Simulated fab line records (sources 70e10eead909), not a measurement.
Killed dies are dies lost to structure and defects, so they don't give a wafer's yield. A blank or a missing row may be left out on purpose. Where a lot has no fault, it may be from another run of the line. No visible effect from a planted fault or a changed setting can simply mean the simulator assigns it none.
Matching of chambers || flow nand_harc || NHARC_P_BONDPAD_CMP_32 on cmp-03 has 4 sister chambers
The step polishes SiCN, target thk 200 nm. 16 wafers are shown with their chamber, then 8 later ones without.

## WAFERS PAIRED WITH THEIR CHAMBERS
{"wafer": "L079.1", "chamber": 0, "motor_current_A (A)": 12.9}
{"wafer": "L079.3", "chamber": 3, "motor_current_A (A)": 10.6}
{"wafer": "L079.4", "chamber": 2, "motor_current_A (A)": 11.7}
{"wafer": "L080.3", "chamber": 2, "motor_current_A (A)": 11.3}
{"wafer": "L080.5", "chamber": 2, "motor_current_A (A)": 11.6}
{"wafer": "L080.6", "chamber": 1, "motor_current_A (A)": 10.4}
{"wafer": "L082.3", "chamber": 0, "motor_current_A (A)": 13.4}
{"wafer": "L082.4", "chamber": 1, "motor_current_A (A)": 10.5}
{"wafer": "L082.5", "chamber": 3, "motor_current_A (A)": 9.9}
{"wafer": "L084.2", "chamber": 3, "motor_current_A (A)": 10.8}
{"wafer": "L084.4", "chamber": 2, "motor_current_A (A)": 11.5}
{"wafer": "L084.6", "chamber": 3, "motor_current_A (A)": 10.5}
{"wafer": "L086.3", "chamber": 3, "motor_current_A (A)": 10.6}
{"wafer": "L086.4", "chamber": 0, "motor_current_A (A)": 14.7}
{"wafer": "L086.6", "chamber": 2, "motor_current_A (A)": 11.5}
{"wafer": "L088.1", "chamber": 2, "motor_current_A (A)": 11.9}

SIGNATURES (averages over the wafers above)
{"reading": "motor_current_A", "chamber 0": 13.667, "chamber 1": 10.450, "chamber 2": 11.583, "chamber 3": 10.480, "scatter within a chamber": 0.448}
Rule: for a wafer and a chamber, the distance is found by dividing, reading by reading, the gap between the wafer's reading and the chamber's mean by the reading's scatter, squaring, summing and taking the root. The wafer belongs to the nearest chamber; if the next one is less than 2 further off, it can't be placed. The scatter is the square root of a quotient: the sum, over the shown wafers, of each reading's squared deviation from its chamber's mean, divided by wafers minus chambers.

## WAFERS WITHOUT THEIR CHAMBER
{"wafer": "L088.4", "motor_current_A (A)": 10.8}
{"wafer": "L088.5", "motor_current_A (A)": 12.0}
{"wafer": "L089.1", "motor_current_A (A)": 11.6}
{"wafer": "L089.3", "motor_current_A (A)": 10.9}
{"wafer": "L089.6", "motor_current_A (A)": 13.8}
{"wafer": "L092.1", "motor_current_A (A)": 10.8}
{"wafer": "L092.3", "motor_current_A (A)": 10.9}
{"wafer": "L092.6", "motor_current_A (A)": 11.2}

## WHICH CHAMBER EACH WENT THROUGH
{"wafer": "L088.4", "from the rows above": "can't be placed: 3 or 1 or 2", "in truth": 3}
{"wafer": "L088.5", "from the rows above": 2, "in truth": 2}
{"wafer": "L089.1", "from the rows above": 2, "in truth": 2}
{"wafer": "L089.3", "from the rows above": "can't be placed: 3 or 1 or 2", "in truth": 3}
{"wafer": "L089.6", "from the rows above": 0, "in truth": 0}
{"wafer": "L092.1", "from the rows above": "can't be placed: 3 or 1 or 2", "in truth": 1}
{"wafer": "L092.3", "from the rows above": "can't be placed: 3 or 1 or 2", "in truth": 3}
{"wafer": "L092.6", "from the rows above": "can't be placed: 2 or 3 or 1", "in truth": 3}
Correct placement for 3 of the 8. Can't be placed from these rows: 5 (the true chamber is among the candidates in 5). 0 placed wrongly.
